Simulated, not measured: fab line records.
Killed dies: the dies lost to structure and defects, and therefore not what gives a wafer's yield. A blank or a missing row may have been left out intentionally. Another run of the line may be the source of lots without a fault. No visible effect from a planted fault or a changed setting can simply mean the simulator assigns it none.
Which tool was responsible? :: flow nand-harc :: 14 lots, 42 wafers sampled, at 4 steps of a route of 1159

== WHAT THE GAUGES SHOWED, per wafer ==
No reading from a measuring or inspecting step in the record can be judged against a usual standard deviation.

== WHICH TOOL RAN EACH LOT (tool, then ch and the chambers of the sampled wafers, then the start) ==
lot: L746
NHARC_P_CONTACT_DESCUM_17: rie-diel-10 ch 0,1,2, day 6 04:55
NHARC_P_CONTACT_ETCH_35: rie-diel-10 ch 0,1,3, day 6 05:00
NHARC_P_M0_EXPOSE_06: arfi-scanner-01 ch 0, day 6 11:07
NHARC_P_M0_ETCH_15: rie-diel-13 ch 0,1, no start

lot: L747
NHARC_P_CONTACT_DESCUM_17: rie-diel-04 ch 0,1,2, day 6 15:53
NHARC_P_CONTACT_ETCH_35: rie-diel-04 ch 2,3, day 6 15:58
NHARC_P_M0_EXPOSE_06: arfi-scanner-02 ch 0, day 7 00:08
NHARC_P_M0_ETCH_15: rie-diel-02 ch 0,1,2, no start

lot: L750
NHARC_P_CONTACT_DESCUM_17: rie-diel-04 ch 1,2,3, day 6 21:13
NHARC_P_CONTACT_ETCH_35: rie-diel-04 ch 0,1,2, day 6 21:17
NHARC_P_M0_EXPOSE_06: arfi-scanner-01 ch 0, day 7 01:04
NHARC_P_M0_ETCH_15: rie-diel-02 ch 0,3, no start

lot: L749
NHARC_P_CONTACT_DESCUM_17: rie-diel-03 ch 0,1,2, day 6 22:06
NHARC_P_CONTACT_ETCH_35: rie-diel-03 ch 0,1, day 6 22:11
NHARC_P_M0_EXPOSE_06: arfi-scanner-03 ch 0, day 7 01:57
NHARC_P_M0_ETCH_15: rie-diel-13 ch 0,1, no start

lot: L751
NHARC_P_CONTACT_DESCUM_17: rie-diel-04 ch 1,3, day 7 08:22
NHARC_P_CONTACT_ETCH_35: rie-diel-04 ch 1,2,3, day 7 08:28
NHARC_P_M0_EXPOSE_06: arfi-scanner-03 ch 0, day 7 12:14
NHARC_P_M0_ETCH_15: rie-diel-06 ch 0,1,3, no start

lot: L753
NHARC_P_CONTACT_DESCUM_17: rie-diel-04 ch 0,2,3, day 7 18:37
NHARC_P_CONTACT_ETCH_35: rie-diel-04 ch 0,1,3, day 7 18:42
NHARC_P_M0_EXPOSE_06: arfi-scanner-02 ch 0, day 7 22:28
NHARC_P_M0_ETCH_15: rie-diel-02 ch 0,1,3, no start

lot: L754
NHARC_P_CONTACT_DESCUM_17: rie-diel-04 ch 2,3, day 8 07:52
NHARC_P_CONTACT_ETCH_35: rie-diel-04 ch 1,2, day 8 07:56
NHARC_P_M0_EXPOSE_06: arfi-scanner-01 ch 0, day 8 12:25
NHARC_P_M0_ETCH_15: rie-diel-02 ch 0,1,3, no start

lot: L756
NHARC_P_CONTACT_DESCUM_17: rie-diel-03 ch 0,1, day 8 21:45
NHARC_P_CONTACT_ETCH_35: rie-diel-03 ch 2,3, day 8 21:49
NHARC_P_M0_EXPOSE_06: arfi-scanner-03 ch 0, day 9 01:37
NHARC_P_M0_ETCH_15: rie-diel-02 ch 1,2,3, no start

lot: L758
NHARC_P_CONTACT_DESCUM_17: rie-diel-03 ch 0,1, day 9 06:29
NHARC_P_CONTACT_ETCH_35: rie-diel-03 ch 0,1,2, day 9 06:34
NHARC_P_M0_EXPOSE_06: arfi-scanner-03, day 9 17:54
NHARC_P_M0_ETCH_15: rie-diel-06 ch 1,2,3, no start

lot: L761
NHARC_P_CONTACT_DESCUM_17: rie-diel-04 ch 0,3, day 9 14:40
NHARC_P_CONTACT_ETCH_35: rie-diel-04 ch 0,3, day 9 14:45
NHARC_P_M0_EXPOSE_06: arfi-scanner-02, day 9 23:52
NHARC_P_M0_ETCH_15: rie-diel-02 ch 0,2,3, no start

lot: L760
NHARC_P_CONTACT_DESCUM_17: rie-diel-04 ch 0,3, day 9 16:34
NHARC_P_CONTACT_ETCH_35: rie-diel-04 ch 1,3, day 9 16:39
NHARC_P_M0_EXPOSE_06: arfi-scanner-01 ch 0, day 10 00:48
NHARC_P_M0_ETCH_15: rie-diel-06 ch 1,2, no start

lot: L765
NHARC_P_CONTACT_DESCUM_17: rie-diel-03 ch 0,1, day 10 20:37
NHARC_P_CONTACT_ETCH_35: rie-diel-03 ch 0,1,2, day 10 20:43
NHARC_P_M0_EXPOSE_06: arfi-scanner-01 ch 0, day 11 00:41
NHARC_P_M0_ETCH_15: rie-diel-13 ch 0,2,3, no start

lot: L766
NHARC_P_CONTACT_DESCUM_17: rie-diel-04 ch 1,2,3, day 10 21:19
NHARC_P_CONTACT_ETCH_35: rie-diel-04 ch 1,2,3, day 10 21:25
NHARC_P_M0_EXPOSE_06: arfi-scanner-03 ch 0, day 11 01:17
NHARC_P_M0_ETCH_15: rie-diel-13 ch 0,2,3, no start

lot: L767
NHARC_P_CONTACT_DESCUM_17: rie-diel-03 ch 0,1,3, day 11 13:44
NHARC_P_CONTACT_ETCH_35: rie-diel-03 ch 0,2,3, day 11 13:49
NHARC_P_M0_EXPOSE_06: arfi-scanner-03 ch 0, day 11 18:02
NHARC_P_M0_ETCH_15: rie-diel-06 ch 2,3, no start
- NHARC_P_CONTACT_DESCUM_17: chemistry O2, time 3 s.
- NHARC_P_CONTACT_ETCH_35: etches the open film in CF4, target depth 39 nm, time 65 s.
- NHARC_P_M0_EXPOSE_06: exposes mask P M0, target cd 90 nm.
- NHARC_P_M0_ETCH_15: etches the open film in C4F8/Ar, target depth 150 nm, overetch 15 nm, time 82.5 s.

== AS READ BY THE TOOLS THEMSELVES (means over the sampled wafers that have a number; for cases with no such wafer, the mark the record gives instead) ==
NHARC_P_CONTACT_DESCUM_17.
lot: L746
tool: rie-diel-10
chamber-pressure-mTorr (mTorr): 60.01
drypump-motor-current-A (A): 5.6
o2-flow-sccm (sccm): 200.1
oes-product-au (a.u.): 0.996
rf-vpp-V (V): 58.3
showerhead-plenum-p-Torr (Torr): 1.84
throttle-valve-pct (%): 11.299

lot: L747
tool: rie-diel-04
chamber-pressure-mTorr (mTorr): 59.96
drypump-motor-current-A (A): 5.3
o2-flow-sccm (sccm): 200.1
oes-product-au (a.u.): 1.000
rf-vpp-V (V): 57.7
showerhead-plenum-p-Torr (Torr): 2.00
throttle-valve-pct (%): 11.310

lot: L750
tool: rie-diel-04
chamber-pressure-mTorr (mTorr): 60.06
drypump-motor-current-A (A): 5.7
o2-flow-sccm (sccm): 200.5
oes-product-au (a.u.): 0.995
rf-vpp-V (V): 58.4
showerhead-plenum-p-Torr (Torr): 1.97
throttle-valve-pct (%): 11.310

lot: L749
tool: rie-diel-03
chamber-pressure-mTorr (mTorr): 60.01
drypump-motor-current-A (A): 5.7
o2-flow-sccm (sccm): 199.8
oes-product-au (a.u.): 1.002
rf-vpp-V (V): 57.3
showerhead-plenum-p-Torr (Torr): 1.91
throttle-valve-pct (%): 11.311

lot: L751
tool: rie-diel-04
chamber-pressure-mTorr (mTorr): 60.02
drypump-motor-current-A (A): 5.6
o2-flow-sccm (sccm): 200.2
oes-product-au (a.u.): 1.001
rf-vpp-V (V): 58.0
showerhead-plenum-p-Torr (Torr): 2.01
throttle-valve-pct (%): 11.308

lot: L753
tool: rie-diel-04
chamber-pressure-mTorr (mTorr): 60.05
drypump-motor-current-A (A): 5.7
o2-flow-sccm (sccm): 199.8
oes-product-au (a.u.): 1.003
rf-vpp-V (V): 58.0
showerhead-plenum-p-Torr (Torr): 1.96
throttle-valve-pct (%): 11.312

lot: L754
tool: rie-diel-04
chamber-pressure-mTorr (mTorr): 60.00
drypump-motor-current-A (A): 6.1
o2-flow-sccm (sccm): 199.8
oes-product-au (a.u.): 0.998
rf-vpp-V (V): 58.2
showerhead-plenum-p-Torr (Torr): 1.93
throttle-valve-pct (%): 11.305

lot: L756
tool: rie-diel-03
chamber-pressure-mTorr (mTorr): 59.96
drypump-motor-current-A (A): 6.0
o2-flow-sccm (sccm): 199.9
oes-product-au (a.u.): 1.000
rf-vpp-V (V): 57.6
showerhead-plenum-p-Torr (Torr): 1.96
throttle-valve-pct (%): 11.301

lot: L758
tool: rie-diel-03
chamber-pressure-mTorr (mTorr): 59.99
drypump-motor-current-A (A): 6.0
o2-flow-sccm (sccm): 200.3
oes-product-au (a.u.): 1.001
rf-vpp-V (V): 58.1
showerhead-plenum-p-Torr (Torr): 1.96
throttle-valve-pct (%): 11.315

lot: L761
tool: rie-diel-04
chamber-pressure-mTorr (mTorr): 59.97
drypump-motor-current-A (A): 6.1
o2-flow-sccm (sccm): 199.6
oes-product-au (a.u.): 1.011
rf-vpp-V (V): 58.7
showerhead-plenum-p-Torr (Torr): 1.96
throttle-valve-pct (%): 11.308

lot: L760
tool: rie-diel-04
chamber-pressure-mTorr (mTorr): 60.01
drypump-motor-current-A (A): 6.1
o2-flow-sccm (sccm): 200.0
oes-product-au (a.u.): 1.013
rf-vpp-V (V): 57.9
showerhead-plenum-p-Torr (Torr): 1.96
throttle-valve-pct (%): 11.314

lot: L765
tool: rie-diel-03
chamber-pressure-mTorr (mTorr): 60.03
drypump-motor-current-A (A): 6.0
o2-flow-sccm (sccm): 199.9
oes-product-au (a.u.): 0.993
rf-vpp-V (V): 58.0
showerhead-plenum-p-Torr (Torr): 1.96
throttle-valve-pct (%): 11.302

lot: L766
tool: rie-diel-04
chamber-pressure-mTorr (mTorr): 60.00
drypump-motor-current-A (A): 5.7
o2-flow-sccm (sccm): 199.9
oes-product-au (a.u.): 0.997
rf-vpp-V (V): 57.5
showerhead-plenum-p-Torr (Torr): 1.96
throttle-valve-pct (%): 11.314

lot: L767
tool: rie-diel-03
chamber-pressure-mTorr (mTorr): 59.97
drypump-motor-current-A (A): 5.7
o2-flow-sccm (sccm): 200.0
oes-product-au (a.u.): 0.998
rf-vpp-V (V): 57.7
showerhead-plenum-p-Torr (Torr): 1.92
throttle-valve-pct (%): 11.307

NHARC_P_CONTACT_ETCH_35.
lot: L746
tool: rie-diel-10
chamber-pressure-mTorr (mTorr): 49.95
drypump-motor-current-A (A): 5.4
oes-product-au (a.u.): 0.998
rf-fwd-power-W (W): 296.9
rf-vpp-V (V): 150.4
showerhead-plenum-p-Torr (Torr): 1.73
throttle-valve-pct (%): 13.291

lot: L747
tool: rie-diel-04
chamber-pressure-mTorr (mTorr): 49.98
drypump-motor-current-A (A): 6.1
oes-product-au (a.u.): 0.998
rf-fwd-power-W (W): 296.8
rf-vpp-V (V): 151.3
showerhead-plenum-p-Torr (Torr): 1.79
throttle-valve-pct (%): 13.283

lot: L750
tool: rie-diel-04
chamber-pressure-mTorr (mTorr): 49.96
drypump-motor-current-A (A): 5.3
oes-product-au (a.u.): 1.003
rf-fwd-power-W (W): 297.0
rf-vpp-V (V): 151.9
showerhead-plenum-p-Torr (Torr): 1.84
throttle-valve-pct (%): 13.290

lot: L749
tool: rie-diel-03
chamber-pressure-mTorr (mTorr): 49.98
drypump-motor-current-A (A): 5.9
oes-product-au (a.u.): 1.004
rf-fwd-power-W (W): 297.5
rf-vpp-V (V): 151.8
showerhead-plenum-p-Torr (Torr): 1.78
throttle-valve-pct (%): 13.285

lot: L751
tool: rie-diel-04
chamber-pressure-mTorr (mTorr): 49.98
drypump-motor-current-A (A): 5.7
oes-product-au (a.u.): 0.991
rf-fwd-power-W (W): 298.5
rf-vpp-V (V): 152.1
showerhead-plenum-p-Torr (Torr): 1.82
throttle-valve-pct (%): 13.284

lot: L753
tool: rie-diel-04
chamber-pressure-mTorr (mTorr): 49.99
drypump-motor-current-A (A): 5.7
oes-product-au (a.u.): 0.996
rf-fwd-power-W (W): 298.1
rf-vpp-V (V): 152.8
showerhead-plenum-p-Torr (Torr): 1.85
throttle-valve-pct (%): 13.276

lot: L754
tool: rie-diel-04
chamber-pressure-mTorr (mTorr): 49.96
drypump-motor-current-A (A): 5.3
oes-product-au (a.u.): 0.999
rf-fwd-power-W (W): 297.3
rf-vpp-V (V): 151.6
showerhead-plenum-p-Torr (Torr): 1.81
throttle-valve-pct (%): 13.289

lot: L756
tool: rie-diel-03
chamber-pressure-mTorr (mTorr): 49.99
drypump-motor-current-A (A): 5.0
oes-product-au (a.u.): 0.996
rf-fwd-power-W (W): 296.7
rf-vpp-V (V): 150.2
showerhead-plenum-p-Torr (Torr): 1.73
throttle-valve-pct (%): 13.284

lot: L758
tool: rie-diel-03
chamber-pressure-mTorr (mTorr): 50.02
drypump-motor-current-A (A): 5.6
oes-product-au (a.u.): 1.000
rf-fwd-power-W (W): 298.0
rf-vpp-V (V): 151.9
showerhead-plenum-p-Torr (Torr): 1.76
throttle-valve-pct (%): 13.284

lot: L761
tool: rie-diel-04
chamber-pressure-mTorr (mTorr): 49.97
drypump-motor-current-A (A): 5.7
oes-product-au (a.u.): 1.002
rf-fwd-power-W (W): 297.5
rf-vpp-V (V): 152.8
showerhead-plenum-p-Torr (Torr): 1.84
throttle-valve-pct (%): 13.281

lot: L760
tool: rie-diel-04
chamber-pressure-mTorr (mTorr): 49.99
drypump-motor-current-A (A): 5.7
oes-product-au (a.u.): 1.000
rf-fwd-power-W (W): 298.6
rf-vpp-V (V): 152.4
showerhead-plenum-p-Torr (Torr): 1.85
throttle-valve-pct (%): 13.290

lot: L765
tool: rie-diel-03
chamber-pressure-mTorr (mTorr): 49.97
drypump-motor-current-A (A): 5.7
oes-product-au (a.u.): 0.993
rf-fwd-power-W (W): 297.9
rf-vpp-V (V): 151.7
showerhead-plenum-p-Torr (Torr): 1.76
throttle-valve-pct (%): 13.291

lot: L766
tool: rie-diel-04
chamber-pressure-mTorr (mTorr): 50.03
drypump-motor-current-A (A): 5.7
oes-product-au (a.u.): 0.998
rf-fwd-power-W (W): 297.0
rf-vpp-V (V): 151.2
showerhead-plenum-p-Torr (Torr): 1.81
throttle-valve-pct (%): 13.287

lot: L767
tool: rie-diel-03
chamber-pressure-mTorr (mTorr): 49.99
drypump-motor-current-A (A): 5.4
oes-product-au (a.u.): 0.999
rf-fwd-power-W (W): 296.9
rf-vpp-V (V): 150.9
showerhead-plenum-p-Torr (Torr): 1.76
throttle-valve-pct (%): 13.282

NHARC_P_M0_EXPOSE_06.
lot: L746
tool: arfi-scanner-01
exposure-dose-mJ-cm2: 81.17
focus-offset-nm (nm): -0.8

lot: L747
tool: arfi-scanner-02
exposure-dose-mJ-cm2: 81.32
focus-offset-nm (nm): -0.1

lot: L750
tool: arfi-scanner-01
exposure-dose-mJ-cm2: 81.34
focus-offset-nm (nm): 0.1

lot: L749
tool: arfi-scanner-03
exposure-dose-mJ-cm2: 81.21
focus-offset-nm (nm): 0.3

lot: L751
tool: arfi-scanner-03
exposure-dose-mJ-cm2: 81.30
focus-offset-nm (nm): 0.1

lot: L753
tool: arfi-scanner-02
exposure-dose-mJ-cm2: 81.30
focus-offset-nm (nm): -0.7

lot: L754
tool: arfi-scanner-01
exposure-dose-mJ-cm2: 81.25
focus-offset-nm (nm): -0.1

lot: L756
tool: arfi-scanner-03
exposure-dose-mJ-cm2: 81.35
focus-offset-nm (nm): -0.1

lot: L758
tool: arfi-scanner-03
exposure-dose-mJ-cm2: -
focus-offset-nm (nm): -

lot: L761
tool: arfi-scanner-02
exposure-dose-mJ-cm2: -
focus-offset-nm (nm): -

lot: L760
tool: arfi-scanner-01
exposure-dose-mJ-cm2: 81.27
focus-offset-nm (nm): 0.3

lot: L765
tool: arfi-scanner-01
exposure-dose-mJ-cm2: 81.32
focus-offset-nm (nm): -0.0

lot: L766
tool: arfi-scanner-03
exposure-dose-mJ-cm2: 81.21
focus-offset-nm (nm): -0.7

lot: L767
tool: arfi-scanner-03
exposure-dose-mJ-cm2: 81.29
focus-offset-nm (nm): 0.1

NHARC_P_M0_ETCH_15.
lot: L746
tool: rie-diel-13
chamber-pressure-mTorr (mTorr): 24.991
oes-product-au (a.u.): 0.973
rf-fwd-power-W (W): 595.0
rf-vpp-V (V): 439.9

lot: L747
tool: rie-diel-02
chamber-pressure-mTorr (mTorr): 25.020
oes-product-au (a.u.): 0.973
rf-fwd-power-W (W): 593.8
rf-vpp-V (V): 439.1

lot: L750
tool: rie-diel-02
chamber-pressure-mTorr (mTorr): 24.988
oes-product-au (a.u.): 0.973
rf-fwd-power-W (W): 593.3
rf-vpp-V (V): 439.2

lot: L749
tool: rie-diel-13
chamber-pressure-mTorr (mTorr): 24.999
oes-product-au (a.u.): 0.967
rf-fwd-power-W (W): 596.1
rf-vpp-V (V): 441.1

lot: L751
tool: rie-diel-06
chamber-pressure-mTorr (mTorr): 24.988
oes-product-au (a.u.): 0.956
rf-fwd-power-W (W): 595.5
rf-vpp-V (V): 442.6

lot: L753
tool: rie-diel-02
chamber-pressure-mTorr (mTorr): 25.014
oes-product-au (a.u.): 0.968
rf-fwd-power-W (W): 597.3
rf-vpp-V (V): 438.3

lot: L754
tool: rie-diel-02
chamber-pressure-mTorr (mTorr): 24.995
oes-product-au (a.u.): 0.966
rf-fwd-power-W (W): 596.2
rf-vpp-V (V): 437.9

lot: L756
tool: rie-diel-02
chamber-pressure-mTorr (mTorr): 25.008
oes-product-au (a.u.): 0.965
rf-fwd-power-W (W): 595.5
rf-vpp-V (V): 439.7

lot: L758
tool: rie-diel-06
chamber-pressure-mTorr (mTorr): 25.002
oes-product-au (a.u.): 0.921
rf-fwd-power-W (W): 594.8
rf-vpp-V (V): 444.2

lot: L761
tool: rie-diel-02
chamber-pressure-mTorr (mTorr): 25.000
oes-product-au (a.u.): 0.966
rf-fwd-power-W (W): 595.4
rf-vpp-V (V): 439.8

lot: L760
tool: rie-diel-06
chamber-pressure-mTorr (mTorr): 25.017
oes-product-au (a.u.): 0.930
rf-fwd-power-W (W): 595.1
rf-vpp-V (V): 444.2

lot: L765
tool: rie-diel-13
chamber-pressure-mTorr (mTorr): 25.006
oes-product-au (a.u.): 0.926
rf-fwd-power-W (W): 597.1
rf-vpp-V (V): 441.2

lot: L766
tool: rie-diel-13
chamber-pressure-mTorr (mTorr): 24.987
oes-product-au (a.u.): 0.917
rf-fwd-power-W (W): 596.1
rf-vpp-V (V): 441.4

lot: L767
tool: rie-diel-06
chamber-pressure-mTorr (mTorr): 25.006
oes-product-au (a.u.): 0.963
rf-fwd-power-W (W): 596.9
rf-vpp-V (V): 442.9

== THE ANSWER, worked out from the rows above alone ==
Rule: usual is defined by the lots themselves. The widest of any qualifying gaps counts: lots, ordered by their means at a reading, are off when they make up no more than a third of the lots, leave a main group of 4 or more, and stand apart from it by 3 or more times the standard deviation of that group's means. Not used: any main group whose means are identical at the precision the tables above print for the reading. Also off: a lot with no number at a reading for which 4 or more lots have one. Any other lot the step has rows for is counted as sound. After the gauges, taken in route order, come the tools' own readings; for these a lot's mean is taken, as printed above. At the first step where some lot is off, the reading lying furthest off is the one used; lots without a number count as furthest.
Off: L758, L761 (NHARC_P_M0_EXPOSE_06, exposure-dose-mJ-cm2). Without a number there: L758, L761. The main group has a mean of 81.28 with a standard deviation of 0.054.
A tool fits if, at that step or a process step before it, it ran every lot that is off, and no sound lot after the first of them. None of those tried fits.

== WHAT HAD BEEN PUT IN BY THE SIMULATOR ==
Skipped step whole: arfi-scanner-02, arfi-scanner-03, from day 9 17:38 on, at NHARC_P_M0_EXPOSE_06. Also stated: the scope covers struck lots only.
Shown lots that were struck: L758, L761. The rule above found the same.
